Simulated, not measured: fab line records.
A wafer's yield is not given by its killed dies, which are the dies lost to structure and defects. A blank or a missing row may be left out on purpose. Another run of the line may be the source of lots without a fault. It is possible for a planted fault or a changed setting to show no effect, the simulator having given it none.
Struck lot and sound lot, side by side -- flow n5Finfet -- 13 steps out of a route of 1938
Sound: these wafers, L436.3, L436.5. Struck: wafers L449.3, L449.4. (L449.6 of the same lot was not struck and is left out.) The cause comes at the end.
Each step with rows lists, per side, the tool, then ch with its chambers, then its first start. Under that, the readings that differ: sound wafers -- struck wafers -- difference of the means -- sigmas: that difference in standard deviations of wafers without a fault.
alike: a reading whose means differ by less than 2 such deviations, as well as words and numbers matching on both sides. not compared: withheld readings; readings where some wafer has no value; bounds like >300 that might hide an equal value; numbers whose values overlap and for which the record gives no deviation.
The two part at a step that has a row with sigmas, a row that says differs or no value, or rows on one side only. Numbers that have no deviation but don't overlap get no sigmas and don't part them. A reading that every wafer of one side lacks parts them only if that side has two wafers or more.

first, 9 steps without rows for these wafers: N5_BEOL_M2_DEVELOP_27 (develop time 30 s); N5_BEOL_M2_DESCUM_33 (chemistry O2, time 7 s); N5_BEOL_M2_ETCH_77 (etches underlayer in N2/H2, target depth 6.5 nm, time 5.2 s); N5_BEOL_M2_ETCH_69 (etches SiARC in CF4, target depth 15.6 nm, time 26 s); N5_BEOL_M2_ALD_98 (deposits SiO2, target thk 2.5 nm, pulse time 1 s, co reactant pulse time 1 s); N5_BEOL_M2_ETCHBACK_99 (etches SiO2 in CHF3, target depth 5 nm, time 10.4 s); N5_BEOL_M2_ETCH_70 (etches SOC in N2/H2, target depth 80 nm, overetch 24 nm, time 130 s); N5_BEOL_M2_STRIP_71 (strips in N2/H2); N5_BEOL_M2_STRIP_78 (strips in N2/H2).
N5_BEOL_M2_VIA_ETCH_34: etches the open film in C4F6/O2, target depth 69.4 nm, time 65.9 s.
  sound on rieDiel-04 ch 1, day 7 07:58; struck on rieDiel-04 ch 1, day 10 08:50
reading,sound,struck,difference,sigmas
runLengthS (s),88.4 88.4,81.2 81.2,-7.2,-15
model.etch.depthNm (nm),66.79 66.66,60.98 61.35,-5.56,
model.SOC_of_BEOL_M2_COAT_67.thkNm (nm),51.8 51.8,52.8 52.6,+0.9,
  alike: chamberPressureMTorr, drypumpMotorCurrentA, oesProductAu, rfVppV, showerheadPlenumPTorr, throttleValvePct
  not compared: rfHoursCounterH
then, 1 step without rows for these wafers: N5_BEOL_M2_STRIP_83 (strips in C4F6/O2).
N5_BEOL_M4_RC_MEAS_101:
  sound on prober-01 ch 0, day 8 05:52; struck on prober-01 ch 0, day 11 08:31
reading,sound,struck,difference,sigmas
VT_N (mV),253 257,245 251,-7,-2
VT_P (mV),-253 -257,-245 -251,+7,+2
  alike: DIBL_N, DIBL_P, IOFF_N, IOFF_P, ION_N, ION_P, SS_N, SS_P
-- here the record skips 4 days between the struck wafers' starts before and after, leaving off in module BEOL_M4 and picking up in module PASSIVATION (first step shown: number 1936 of the route) --
N5_PASSIVATION_PROBE_49:
  record: rows for the struck wafers here (prober-02, day 15 16:45), none for the sound ones

WHERE THEY PART
At N5_BEOL_M2_VIA_ETCH_34 first; at N5_PASSIVATION_PROBE_49 last (within this record only).

WHY: whatever the simulator had introduced
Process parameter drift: rieDiel-04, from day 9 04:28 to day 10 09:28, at N5_BEOL_M2_VIA_ETCH_34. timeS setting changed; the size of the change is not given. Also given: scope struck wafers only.
